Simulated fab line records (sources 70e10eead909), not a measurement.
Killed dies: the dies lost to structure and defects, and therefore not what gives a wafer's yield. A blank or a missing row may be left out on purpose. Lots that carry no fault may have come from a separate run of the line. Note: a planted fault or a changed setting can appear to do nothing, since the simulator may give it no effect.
Matching of chambers | flow nand harc | cmp-02 running NHARC_THIN_TSV_CMP_01: 4 sister chambers
The step polishes. 16 wafers are shown with their chamber, then 8 later ones without.

EACH WAFER AND ITS CHAMBER
wafer  | chamber | motor current A (A)
L963.1 | 2       | 10.3
L963.3 | 1       | 12.3
L963.4 | 0       | 11.8
L966.2 | 2       | 10.7
L966.5 | 0       | 12.5
L966.6 | 1       | 13.0
L965.2 | 3       | 12.7
L965.3 | 1       | 12.1
L965.5 | 0       | 11.5
L978.1 | 0       | 11.2
L978.2 | 1       | 13.1
L978.3 | 2       | 10.0
L979.1 | 3       | 12.7
L979.5 | 2       | 10.4
L979.6 | 1       | 12.7
L982.1 | 0       | 11.5

SIGNATURES, as means of the wafers listed above
reading         | chamber 0 | chamber 1 | chamber 2 | chamber 3 | scatter within a chamber
motor current A | 11.700    | 12.640    | 10.350    | 12.700    | 0.406
Rule: a wafer's distance from a chamber is the root of the sum, over the readings, of the square of ((its reading less the chamber's mean) divided by the reading's scatter). If the next closest chamber is less than 2 further off than the closest, the wafer can't be placed; otherwise it belongs to the closest. How the scatter is found: for the shown wafers, subtract from each reading the mean of its chamber, square and add these, divide the total by (wafers less chambers), then take the root.

WAFERS WITH NO CHAMBER GIVEN
wafer  | motor current A (A)
L982.2 | 10.1
L982.5 | 9.9
L980.2 | 11.7
L980.5 | 11.2
L980.6 | 12.7
L981.2 | 10.9
L981.3 | 12.6
L981.4 | 10.4

EACH ONE'S CHAMBER
wafer  | from the rows above     | in truth
L982.2 | 2                       | 2
L982.5 | 2                       | 2
L980.2 | 0                       | 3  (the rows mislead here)
L980.5 | can't be placed: 0 or 2 | 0
L980.6 | can't be placed: 3 or 1 | 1
L981.2 | can't be placed: 2 or 0 | 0
L981.3 | can't be placed: 1 or 3 | 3
L981.4 | 2                       | 2
Placed correctly: 3 of 8. Not placeable from these rows: 4 (in 4, the candidates include the true chamber). Placed wrongly: 1.
